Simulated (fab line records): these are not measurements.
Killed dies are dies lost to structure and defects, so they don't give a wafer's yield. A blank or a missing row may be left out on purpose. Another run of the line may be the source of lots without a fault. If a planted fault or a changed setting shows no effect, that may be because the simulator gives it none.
The tool behind it: which one? / flow n5Finfet / 9 lots with 27 wafers sampled at 5 steps, on a route of 1938 steps

== WHAT EACH GAUGE READ, for each wafer ==
N5_FIN_SAQP_OCD_MEAS_76.
lot=L644; measured=day 2 02:14; on=ocd-01; trenchDepthNm (nm)=119.8 119.3 118.7
lot=L645; measured=day 2 08:01; on=ocd-02; trenchDepthNm (nm)=119.0 120.6 119.3
lot=L648; measured=day 3 03:13; on=ocd-02; trenchDepthNm (nm)=118.4 118.8 119.4
lot=L651; measured=day 4 03:24; on=ocd-02; trenchDepthNm (nm)=117.9 118.4 119.1
lot=L659; measured=day 5 19:44; on=ocd-02; trenchDepthNm (nm)=103.7 105.5 103.5
lot=L660; measured=day 6 04:18; on=ocd-01; trenchDepthNm (nm)=105.4 104.4 104.0
lot=L663; measured=day 6 22:44; on=ocd-02; trenchDepthNm (nm)=119.6 119.9 120.0
lot=L665; measured=day 7 08:25; on=ocd-02; trenchDepthNm (nm)=119.7 121.3 120.6
lot=L666; measured=day 7 15:20; on=ocd-01; trenchDepthNm (nm)=119.0 119.7 122.4

== WHAT TOOL EACH LOT RAN ON (gives the tool, then ch and the chambers of the sampled wafers, and finally the start) ==
lot=L644; N5_FIN_SAQP_RECESS_63=vaporEtch-02 ch 0,1, day 2 00:11; N5_FIN_SAQP_HM_CD_35=cdSem-02, day 2 01:55; N5_FIN_SAQP_ETCH_64=rieSi-06 ch 1,2, day 2 01:58; N5_FIN_SAQP_FIN_ETCH_36=rieSi-06 ch 1,2, day 2 01:59
lot=L645; N5_FIN_SAQP_RECESS_63=vaporEtch-01 ch 0,1, day 2 06:07; N5_FIN_SAQP_HM_CD_35=cdSem-03, day 2 07:42; N5_FIN_SAQP_ETCH_64=rieSi-06 ch 2,3, day 2 07:44; N5_FIN_SAQP_FIN_ETCH_36=rieSi-06 ch 2,3, day 2 07:46
lot=L648; N5_FIN_SAQP_RECESS_63=vaporEtch-01 ch 0,1, day 3 01:23; N5_FIN_SAQP_HM_CD_35=cdSem-01, day 3 02:56; N5_FIN_SAQP_ETCH_64=rieSi-04 ch 0,3, day 3 02:58; N5_FIN_SAQP_FIN_ETCH_36=rieSi-04 ch 0,3, day 3 02:59
lot=L651; N5_FIN_SAQP_RECESS_63=vaporEtch-02 ch 0,1, day 4 00:51; N5_FIN_SAQP_HM_CD_35=cdSem-01, day 4 03:07; N5_FIN_SAQP_ETCH_64=rieSi-04 ch 2,3, day 4 03:10; N5_FIN_SAQP_FIN_ETCH_36=rieSi-04 ch 2,3, day 4 03:11
lot=L659; N5_FIN_SAQP_RECESS_63=vaporEtch-02 ch 0,1, day 5 17:53; N5_FIN_SAQP_HM_CD_35=cdSem-03, day 5 19:26; N5_FIN_SAQP_ETCH_64=rieSi-04 ch 1,3, day 5 19:29; N5_FIN_SAQP_FIN_ETCH_36=rieSi-04 ch 1,3, day 5 19:30
lot=L660; N5_FIN_SAQP_RECESS_63=vaporEtch-01 ch 0,1, day 6 01:26; N5_FIN_SAQP_HM_CD_35=cdSem-01, day 6 04:01; N5_FIN_SAQP_ETCH_64=rieSi-04 ch 0,3, day 6 04:04; N5_FIN_SAQP_FIN_ETCH_36=rieSi-04 ch 0,3, day 6 04:05
lot=L663; N5_FIN_SAQP_RECESS_63=vaporEtch-01 ch 0,1, day 6 20:55; N5_FIN_SAQP_HM_CD_35=cdSem-02, day 6 22:27; N5_FIN_SAQP_ETCH_64=rieSi-05 ch 0,1,2, day 6 22:30; N5_FIN_SAQP_FIN_ETCH_36=rieSi-05 ch 0,1,2, day 6 22:31
lot=L665; N5_FIN_SAQP_RECESS_63=vaporEtch-01 ch 0,1, day 7 06:31; N5_FIN_SAQP_HM_CD_35=cdSem-02, day 7 08:07; N5_FIN_SAQP_ETCH_64=rieSi-06 ch 0,1,2, day 7 08:10; N5_FIN_SAQP_FIN_ETCH_36=rieSi-06 ch 0,1,2, day 7 08:11
lot=L666; N5_FIN_SAQP_RECESS_63=vaporEtch-02 ch 0,1, day 7 13:26; N5_FIN_SAQP_HM_CD_35=cdSem-02, day 7 15:02; N5_FIN_SAQP_ETCH_64=rieSi-05 ch 0,1,3, day 7 15:05; N5_FIN_SAQP_FIN_ETCH_36=rieSi-05 ch 0,1,3, day 7 15:07
- N5_FIN_SAQP_RECESS_63: chemistry HF/NH3, target SiO2, target depth 18 nm, afs cycles 3, sublimation time 60 s.
- N5_FIN_SAQP_HM_CD_35: target cd 8 nm.
- N5_FIN_SAQP_ETCH_64: etches SiO2 in CF4, target depth 1.5 nm.
- N5_FIN_SAQP_FIN_ETCH_36: etches the open film in HBr/Cl2/O2, target depth 120 nm, time 50.4 s.

== THE ANSWER, worked out from the rows above alone ==
Rule: the lots themselves supply what counts as usual. The widest of any qualifying gaps counts: lots, ordered by their means at a reading, are off when they make up no more than a third of the lots, leave a main group of 4 or more, and stand apart from it by 3 or more times the standard deviation of that group's means. A main group whose means are all the same, to the digits that the tables above print for the reading, isn't used. Also off: a lot with no number at a reading for which 4 or more lots have one. The other lots that the step has rows for count as sound.
Off at N5_FIN_SAQP_OCD_MEAS_76 (trenchDepthNm): L659, L660. Main group: mean 119.6 nm, sd 0.7.
If a tool, at a process step before that reading, ran all the lots that are off and no sound lot after the first of them, it fits. Gauges at N5_FIN_SAQP_OCD_MEAS_76: tried the same way as those tools. One fits: N5_FIN_SAQP_ETCH_64 and N5_FIN_SAQP_FIN_ETCH_36 on rieSi-04. At N5_FIN_SAQP_ETCH_64 its last sound lot is L651 (day 4 03:10), its first lot that is off L659 (day 5 19:29): a fault that began between those two fits.

== WHAT WAS PUT IN BY THE SIMULATOR ==
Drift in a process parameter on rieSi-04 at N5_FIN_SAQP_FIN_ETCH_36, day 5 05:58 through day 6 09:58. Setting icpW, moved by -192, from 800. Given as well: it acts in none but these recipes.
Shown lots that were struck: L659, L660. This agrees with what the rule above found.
